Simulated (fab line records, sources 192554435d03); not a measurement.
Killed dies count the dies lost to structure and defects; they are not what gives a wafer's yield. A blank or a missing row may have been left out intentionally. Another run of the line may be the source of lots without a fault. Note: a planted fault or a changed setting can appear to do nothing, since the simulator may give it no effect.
Comparing a struck lot with a sound one / flow n5Finfet / 27 steps out of a route of 1938
Sound: wafers L281.3, L281.4, L281.5. Struck: wafers L290.2, L290.3, L290.6. The cause comes at the end.
Each step with rows lists, per side, the tool, then ch with its chambers, then its first start. Under that, the readings that differ: sound wafers / struck wafers / difference of the means / sigmas: that difference in standard deviations of wafers without a fault.
alike: readings with means less than 2 such deviations apart, plus words and numbers identical on both sides. not compared: withheld readings, readings lacking a value on some wafer, bounds such as >300 that could conceal the same value, and numbers that have no deviation in the record and whose values overlap.
Wherever a step has rows on one side only, a row that says differs or no value, or a row with sigmas, the two part there. Numbers that don't overlap but have no deviation are shown without sigmas and don't part them. A reading that every wafer of one side lacks parts them only if that side has two wafers or more.

first, 10 steps without rows for these wafers: N5_BEOL_M2_DESCUM_16 (chemistry O2, time 7 s); N5_BEOL_M2_ETCH_74 (etches underlayer in N2/H2, target depth 6.5 nm, time 5.2 s); N5_BEOL_M2_ETCH_63 (etches SiARC in CF4, target depth 15.6 nm, time 26 s); N5_BEOL_M2_ETCH_64 (etches SOC in N2/H2, target depth 75 nm, overetch 22.5 nm, time 121.9 s); N5_BEOL_M2_STRIP_65 (strips in N2/H2); N5_BEOL_M2_STRIP_75 (strips in N2/H2); N5_BEOL_M2_STRIP_66 (strips in CF4); N5_BEOL_M2_HM_OPEN_17 (chemistry Cl2/BCl3, target TiN, target depth 20 nm, overetch 6 nm); N5_BEOL_M2_STRIP_19 (strips in O2); N5_BEOL_M2_COAT_67 (time 60 s, resist thk 60 nm).
N5_BEOL_M2_COAT_68: time 60 s, resist thk 12 nm.
  sound on lithoTrack-03 ch 0, day 8 12:56; struck on lithoTrack-03 ch 0, day 10 19:54
reading=chillPlateTempC (C); sound=22.96 22.71 22.92; struck=23.06 23.11 23.21; difference=+0.26; sigmas=+2
reading=spinSpeedRpm (rpm); sound=1499.6 1500.2 1498.6; struck=1688.4 1688.6 1689.1; difference=+189.2; sigmas=+99 or more
reading=model.SiARC_of_BEOL_M2_COAT_68.thkNm (nm); sound=12 12 12; struck=11.4 11.4 11.4; difference=-0.6; sigmas=
then, 9 steps without rows for these wafers: N5_BEOL_M2_COAT_76 (time 60 s, resist thk 5 nm); N5_BEOL_M2_COAT_22 (resist thk 30 nm); N5_BEOL_M2_EBR_24; N5_BEOL_M2_SOFTBAKE_23 (time 60 s); N5_BEOL_M2_EXPOSE_25 (exposes mask V1, defocus 5 nm); N5_BEOL_M2_PEB_26 (peb time 60 s); N5_BEOL_M2_DEVELOP_27 (develop time 30 s); N5_BEOL_M2_DESCUM_33 (chemistry O2, time 7 s); N5_BEOL_M2_ETCH_77 (etches underlayer in N2/H2, target depth 6.5 nm, time 5.2 s).
N5_BEOL_M2_ETCH_69: etches SiARC in CF4, target depth 15.6 nm, time 26 s.
  sound on rieDiel-04 ch 0,1,2, day 8 13:31; struck on rieDiel-04 ch 2,3, day 10 20:22
reading=etchRfOnTimeS (s); sound=27.2 25.6 26.1; struck=24.8 24.1 24.3; difference=-1.9; sigmas=-4
reading=model.etch.depthNm (nm); sound=12.06 12.03 12.08; struck=11.33 11.35 11.39; difference=-0.70; sigmas=
reading=model.CAR-EUV_of_BEOL_M2_COAT_22.thkNm (nm); sound=11.2 11 11; struck=11.6 11.6 11.4; difference=+0.5; sigmas=
  alike: drypumpMotorCurrentA, oesProductAu, rfVppV, showerheadPlenumPTorr, throttleValvePct
  not compared: rfHoursCounterH
then, 1 step without rows for these wafers: N5_BEOL_M2_ALD_98 (deposits SiO2, target thk 2.5 nm, pulse time 1 s, co reactant pulse time 1 s).
N5_BEOL_M2_ETCHBACK_99: etches SiO2 in CHF3, target depth 5 nm, time 10.4 s.
  sound on rieDiel-03 ch 0,2,3, day 8 19:54; struck on rieDiel-03 ch 1,2, day 10 21:42
reading=model.CAR-EUV_of_BEOL_M2_COAT_22.thkNm (nm); sound=10.4 10.4 10.4; struck=10.8 10.8 10.8; difference=+0.4; sigmas=
  alike: drypumpMotorCurrentA, oes_ar_750_au, oesProductAu, rfVppV, showerheadPlenumPTorr, throttleValvePct
  not compared: rfHoursCounterH
N5_BEOL_M2_ETCH_70: etches SOC in N2/H2, target depth 80 nm, overetch 24 nm, time 130 s.
  sound on rieDiel-03 ch 0,2,3, day 8 19:56; struck on rieDiel-03 ch 1,2, day 10 21:44
reading=model.SiARC_of_BEOL_M2_COAT_68.thkNm (nm); sound=6 5.6 6; struck=5.4 5 5; difference=-0.7; sigmas=
  alike: drypumpMotorCurrentA, oesProductAu, rfVppV, showerheadPlenumPTorr, throttleValvePct
  not compared: rfHoursCounterH
then, 1 step without rows for these wafers: N5_BEOL_M2_STRIP_71 (strips in N2/H2).
N5_BEOL_M4_RC_MEAS_101:
  sound on prober-02 ch 0, day 9 20:22; struck on prober-02 ch 0, day 12 15:23
reading=IOFF_P (nA/um); sound=0.14 0.18 0.16; struck=0.30 0.24 0.24; difference=+0.10; sigmas=+2
reading=VT_N (mV); sound=254 251 254; struck=243 249 246; difference=-7; sigmas=-2
reading=VT_P (mV); sound=-259 -255 -253; struck=-247 -247 -247; difference=+9; sigmas=+3
  alike: DIBL_N, DIBL_P, IOFF_N, ION_N, ION_P, SS_N, SS_P
-- record jumps: 4 days separate the struck wafers' starts on either side; left off in module BEOL_M4, taken up again in module PASSIVATION, whose first shown step is the route's number 1936 --
N5_PASSIVATION_PROBE_49:
  only the struck wafers here have rows in the record (prober-01, day 16 21:49); the sound ones have none

== WHERE THEY PART ==
At N5_BEOL_M2_COAT_68 first; at N5_PASSIVATION_PROBE_49 last (within this record only).

WHY: the cause the simulator had injected
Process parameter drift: lithoTrack-03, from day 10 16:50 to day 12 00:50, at N5_BEOL_M2_COAT_68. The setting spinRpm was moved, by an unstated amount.
